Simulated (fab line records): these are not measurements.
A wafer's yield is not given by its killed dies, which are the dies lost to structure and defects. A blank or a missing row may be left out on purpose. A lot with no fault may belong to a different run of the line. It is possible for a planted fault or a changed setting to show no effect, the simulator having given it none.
fab line records -- flow nandHarc
record lots=5, wafers=14, lastDay=26
route steps=1159 shown A_SOURCE_PLATE@416 A_ONON_D1@424 END@1159
lots with no fault: from the same line, run without faults
startH: start of the lot's first displayed wafer, in hours after the record's first day -- waitH: how many hours have passed since the lot's step before this one -- " identical to the entry in the row above -- L1.1+2: several wafers, shown together as one row -- - no value present, or no start provided -- * or withheld: withheld -- < > ~ a bound
route shown NAME@n: NAME is a module with steps in the file, n the number in the route of the first one -- usual: mean/standard deviation taken from wafers without a fault -- same: alike in all rows -- chamber/n: place in a boat -- sites: readings site by site -- _std_site: their standard deviation -- _edge_site: outer sites' mean less inner sites' -- radiusMm: how far each site lies from the wafer's centre -- mask NAME#n: copy n -- behind: the tool/chamber that last shaped the wafer -- hold: why the lot went on hold/how many hours it stayed there/how the hold came to an end -- device: whichever transistor did not switch (one of n, p or np) -- end of line: the route-end tests of the same wafers -- a step without rows: its recipe alone -- killed: at the first sort, the dies lost to defects and structure; wafer yield is something else -- map: shows each die of a wafer: x if killed, . if not, _ if none is there
set.NAME: the setting as run; set.NAME@STEP: as run at that earlier step -- model.NAME: the simulator's own value behind a step, which no gauge read
lots seen at some steps along the route; tables by step, rows by wafer
services: from which hour (startH, from the record's first day; less than 0 if before it) a tool's chamber was out of use, for how many hours, and why
## steps
# step NHARC_A_SOURCE_PLATE_THK_MEAS_09
# recipe thkMeasGauge=ellipsometry
# usual thkNm=9.6/0.95
lot.wafer,tool,chamber,startH,waitH,thkNm
L877.1,filmMetro-02,-,151.14,0.4,9.2
L877.2,filmMetro-02,-,151.14,0.4,10.3
L877.5,filmMetro-02,-,151.14,0.4,7.8
L881.3,filmMetro-01,-,170.29,0.4,8.8
L881.5,filmMetro-01,-,170.29,0.4,9.9
L881.6,filmMetro-01,-,170.29,0.4,9.8
L888.1,filmMetro-02,-,217.11,0.4,10.7
L888.4,filmMetro-02,-,217.11,0.4,9.5
L888.6,filmMetro-02,-,217.11,0.4,8.5
L898.4,filmMetro-02,-,270.47,0.4,8.2
L898.5,filmMetro-02,-,270.47,0.4,10.9
L899.1,filmMetro-02,-,279.42,0.4,10.6
L899.4,filmMetro-02,-,279.42,0.4,10.9
L899.5,filmMetro-02,-,279.42,0.4,8.7
# step NHARC_A_SOURCE_PLATE_PVD_04
# recipe targetThkA=500, material=WSi2
# step NHARC_A_SOURCE_PLATE_CVD_03
# recipe targetThkA=2000, tempC=620, pressureMtorr=200, timeS=4000, material=poly-Si
# step NHARC_A_SOURCE_PLATE_ANNEAL_05
# recipe tempC=850, timeS=1800
# step NHARC_A_SOURCE_PLATE_THK_MEAS_06
# recipe thkMeasGauge=ellipsometry
# usual thkNm=199.6/2.5
lot.wafer,tool,chamber,startH,waitH,thkNm
L877.1,filmMetro-02,-,164.15,0.4,194.1
L877.2,filmMetro-02,-,164.15,0.4,197.7
L877.5,filmMetro-02,-,164.15,0.4,196.4
L881.3,filmMetro-02,-,180.67,0.4,200.7
L881.5,filmMetro-02,-,180.67,0.4,201.2
L881.6,filmMetro-02,-,180.67,0.4,199.9
L888.1,filmMetro-01,-,230.42,0.4,199.0
L888.4,filmMetro-01,-,230.42,0.4,198.5
L888.6,filmMetro-01,-,230.42,0.4,198.9
L898.4,filmMetro-01,-,283.48,0.4,203.5
L898.5,filmMetro-01,-,283.48,0.4,200.3
L899.1,filmMetro-02,-,294.46,0.4,199.1
L899.4,filmMetro-02,-,294.46,0.4,200.2
L899.5,filmMetro-02,-,294.46,0.4,199.6
# step NHARC_A_SOURCE_PLATE_INSPECT_08
# usual rawDefectCount=55/19
lot.wafer,tool,chamber,startH,waitH,rawDefectCount
L877.1,defectInspect-01,-,164.22,0.0,56
L877.2,defectInspect-01,-,164.22,0.0,67
L877.5,defectInspect-01,-,164.22,0.0,136
L881.3,defectInspect-02,-,180.73,0.0,30
L881.5,defectInspect-02,-,180.73,0.0,40
L881.6,defectInspect-02,-,180.73,0.0,55
L888.1,defectInspect-01,-,230.48,0.0,37
L888.4,defectInspect-01,-,230.48,0.0,62
L888.6,defectInspect-01,-,230.48,0.0,69
L898.4,defectInspect-02,-,283.59,0.0,71
L898.5,defectInspect-02,-,283.59,0.0,61
L899.1,defectInspect-01,-,294.52,0.0,53
L899.4,defectInspect-01,-,294.52,0.0,85
L899.5,defectInspect-01,-,294.52,0.0,86
# step NHARC_A_ONON_D1_DEP_00
# recipe targetThkA=10000, n2FlowSccm=2750, n2oFlowSccm=2000, nh3FlowSccm=500, sih4FlowSccm=210, tempC=400
# step NHARC_A_ONON_D1_THK_MEAS_02
# recipe thkMeasGauge=ellipsometry
# usual thkNm=1001/9.5
lot.wafer,tool,chamber,startH,waitH,thkNm
L877.1,filmMetro-01,-,164.80,-,989
L877.2,filmMetro-01,-,164.80,-,992
L877.5,filmMetro-01,-,164.80,-,990
L881.3,filmMetro-02,-,181.31,-,997
L881.5,filmMetro-02,-,181.31,-,995
L881.6,filmMetro-02,-,181.31,-,995
L888.1,filmMetro-01,-,231.06,-,1020
L888.4,filmMetro-01,-,231.06,-,1021
L888.6,filmMetro-01,-,231.06,-,1022
L898.4,filmMetro-01,-,284.17,-,1000
L898.5,filmMetro-01,-,284.17,-,1003
L899.1,filmMetro-01,-,295.10,-,1000
L899.4,filmMetro-01,-,295.10,-,1001
L899.5,filmMetro-01,-,295.10,-,1002
# step NHARC_A_ONON_D1_DEP_03
# recipe targetThkA=10000, n2FlowSccm=2750, n2oFlowSccm=2000, nh3FlowSccm=500, sih4FlowSccm=210, tempC=400
# step NHARC_A_ONON_D1_THK_MEAS_05
# recipe thkMeasGauge=ellipsometry
# usual thkNm=1000/13
lot.wafer,tool,chamber,startH,waitH,thkNm
L877.1,filmMetro-01,-,165.39,-,998
L877.2,filmMetro-01,-,165.39,-,997
L877.5,filmMetro-01,-,165.39,-,998
L881.3,filmMetro-02,-,181.87,-,1018
L881.5,filmMetro-02,-,181.87,-,1018
L881.6,filmMetro-02,-,181.87,-,1018
L888.1,filmMetro-01,-,231.63,-,1008
L888.4,filmMetro-01,-,231.63,-,1008
L888.6,filmMetro-01,-,231.63,-,1008
L898.4,filmMetro-02,-,284.74,-,978
L898.5,filmMetro-02,-,284.74,-,976
L899.1,filmMetro-01,-,295.67,-,990
L899.4,filmMetro-01,-,295.67,-,988
L899.5,filmMetro-01,-,295.67,-,990
# step NHARC_A_ONON_D1_DEP_06
# recipe targetThkA=10000, n2FlowSccm=2750, n2oFlowSccm=2000, nh3FlowSccm=500, sih4FlowSccm=210, tempC=400
# usual n2FlowSccm=2750/8
lot.wafer,tool,chamber,startH,waitH,n2FlowSccm
L877.1,pecvdOnon-02,0,165.44,0.1,2735
L877.2,pecvdOnon-02,0,165.44,0.1,2749
L877.5,pecvdOnon-02,0,165.44,0.1,2744
L881.3,pecvdOnon-04,0,182.04,0.2,2749
L881.5,pecvdOnon-04,0,182.04,0.2,2739
L881.6,pecvdOnon-04,0,182.04,0.2,2733
L888.1,pecvdOnon-04,0,231.69,0.1,2746
L888.4,pecvdOnon-04,0,231.69,0.1,2746
L888.6,pecvdOnon-04,0,231.69,0.1,2731
L898.4,pecvdOnon-02,0,284.97,0.2,2742
L898.5,pecvdOnon-02,0,284.97,0.2,2745
L899.1,pecvdOnon-03,0,295.72,0.1,2754
L899.4,pecvdOnon-03,0,295.72,0.1,2764
L899.5,pecvdOnon-03,0,295.72,0.1,2756
# step NHARC_A_ONON_D1_THK_MEAS_08
# recipe thkMeasGauge=ellipsometry
# usual thkNm=998/9.7
lot.wafer,tool,chamber,startH,waitH,thkNm
L877.1,filmMetro-01,-,165.95,-,1003
L877.2,filmMetro-01,-,165.95,-,1000
L877.5,filmMetro-01,-,165.95,-,1004
L881.3,filmMetro-01,-,182.44,-,1002
L881.5,filmMetro-01,-,182.44,-,1001
L881.6,filmMetro-01,-,182.44,-,1003
L888.1,filmMetro-01,-,232.20,-,1003
L888.4,filmMetro-01,-,232.20,-,1003
L888.6,filmMetro-01,-,232.20,-,1003
L898.4,filmMetro-02,-,285.30,-,997
L898.5,filmMetro-02,-,285.30,-,1891
L899.1,filmMetro-01,-,296.23,-,989
L899.4,filmMetro-01,-,296.23,-,988
L899.5,filmMetro-01,-,296.23,-,990
# step NHARC_A_ONON_D1_DEP_09
# recipe targetThkA=10000, n2FlowSccm=2750, n2oFlowSccm=2000, nh3FlowSccm=500, sih4FlowSccm=210, tempC=400
# step NHARC_END_SORT_01
# recipe tempC=25
# usual killedAtArray=28/9.1, killedAtOther=0.6/0.87, killedAtPeriphery=3.4/2.7, killedDies=32/9, killedOpen=3.2/1.9, killedShort=2.0/1.3
# same grossDies=677
lot.wafer,tool,chamber,startH,waitH,killedAtArray,killedAtOther,killedAtPeriphery,killedDies,killedOpen,killedShort
L888.1,prober-02,0,525.51,2.5,26,0,1,27,3,2
L888.4,prober-02,0,527.92,3.4,34,0,2,36,5,2
L898.5,prober-01,0,606.23,3.7,675,1,1,677,3,1
# killed by level:class
L888.1 A_SLIT:chamberFilmFlake=11 A_CHANNEL_HOLE_D1:chamberFilmFlake=5 A_STAIRCASE:chamberFilmFlake=5 P_GATE:geometricParticle:open=1 A_CHANNEL_FILL_D1:geometricParticle:short=1 A_CHANNEL_FILL_D1:geometricParticle:open=1 A_STAIRCASE:geometricParticle:short=1 A_M0:geometricParticle:open=1
L888.4 A_SLIT:chamberFilmFlake=22 A_CHANNEL_HOLE_D1:chamberFilmFlake=3 A_M0:geometricParticle:open=2 P_M0:geometricParticle:open=1 A_ONON_D1:geometricParticle:open=1 A_WL_FILL:geometricParticle:short=1 A_BLC:geometricParticle:open=1 A_M1:geometricParticle:short=1
L898.5 A_ONON_D1:areaDep=646 A_SLIT:chamberFilmFlake=14 A_CHANNEL_HOLE_D1:chamberFilmFlake=10 A_STAIRCASE:chamberFilmFlake=2 P_GATE:geometricParticle:open=1 A_SLIT:geometricParticle:open=1 A_CONTACT:geometricParticle:open=1 A_M0:geometricParticle:short=1
# map L898.5 (x killed, . not)
____________x____________
_________xxxxxxx_________
_______xxxxxxxxxxx_______
______xxxxxxxxxxxxx______
_____xxxxxxxxxxxxxxx_____
____xxxxxxxxxxxxxxxxx____
____xxxxxxxxxxxxxxxxx____
___xxxxxxxxxxxxxxxxxxx___
___xxxxxxxxxxxxxxxxxxx___
__xxxxxxxxxxxxxxxxxxxxx__
__xxxxxxxxxxxxxxxxxxxxx__
_xxxxxxxxxxxxxxxxxxxxxxx_
_xxxxxxxxxxxxxxxxxxxxxxx_
_xxxxxxxxxxxxxxxxxxxxxxx_
_xxxxxxxxxxxxxxxxxxxxxxx_
_xxxxxxxxxxxxxxxxxxxxxxx_
xxxxxxxxxxxxxxxxxxxxxxxxx
xxxxxxxxxxxxxxxxxxxxxxxxx
xxxxxxxxxxxxxxxxxxxxxxxxx
xxxxxxxxxxxxxxxxxxxxxxxxx
xxxxxxxxxxxxxxxxxxxxxxxxx
_xxxxxxxxxxxxxxxxxxxxxxx_
_xxxxxxxxxxxxxxxxxxxxxxx_
_xxxxxxxxxxxxxxxxxxxxxxx_
_xxxxxxxxxxxxxxxxxxxxxxx_
_xxxxxxxxxxxxxxxxxxxxxxx_
__xxxxxxxxxxxxxxxxxxxxx__
__xxxxxxxxxxxxxxxxxxxxx__
___xxxxxxxxxxxxxxxxxxx___
___xxxxxxxxxxxxxxxxxxx___
____xxxxxxxxxxxxxxxxx____
____xxxxxxxxxxxxxxxxx____
_____xxxxxxxxxxxxxxx_____
______xxxxxxxxxxxxx______
_______xxxxxxxxxxx_______
_________xxxxxxx_________
____________x____________
# map L877.2 (x killed, . not)
____________x____________
_________xxx.x.._________
_______...x....x.._______
______.x....x......______
_____....x.........._____
____.....x...........____
____.................____
___...................___
___...................___
__.x....x..............__
__.....................__
_......................._
_.....x................._
_......................._
_......................._
_......................._
............x............
.........................
...................x.....
.........................
.........................
_....................x.._
_......................._
_......................._
_......................._
_...x..................x_
__.....................__
__.....................__
___.................x.___
___...............x...___
____.................____
____.................____
_____........xx....._____
______.............______
_______..........._______
_________......._________
____________.____________
## services
tool,chamber,startH,hours,kind
pecvdOnon-03,-,153.00,13.0,pm
pecvdOnon-04,-,237.09,13.0,pm
pecvdOnon-02,-,292.17,13.0,pm
## key
firstSign step=NHARC_A_ONON_D1_THK_MEAS_08, reading=thkNm, direction=up, sigmas=92, usual=998, struck=1891
effect step=NHARC_END_SORT_01, reading=killedDies, direction=up, sigmas=72, usual=32, struck=677
moreKillsBornAt NHARC_A_ONON_D1_DEP_06@pecvdOnon-02=646
metAt NHARC_A_ONON_D1_DEP_06
struckWafers L898.5
laterRowsLeftOut L898.5
testerLeftOut L898
onsetBetween 165.44 284.97
fault kind=processParameterDrift, tool=pecvdOnon-02, chamber=-, onsetH=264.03, steps=NHARC_A_ONON_D1_DEP_06, channel=targetThkA, offset=*, shape=step, endH=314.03, scope=struckWafersOnly, actsIn=*, stated=*
# testerLeftOut: of these lots the tester's yield and bins aren't shown, on N5 and GAA mostly nor the transistor test; their killed dies are dies lost to structure and defects alone, not to doping, threshold or leakage, so they don't give the yield
# laterRowsLeftOut: the simulator's readings of these wafers behind a module that went badly wrong aren't trusted and aren't shown, but for the sort
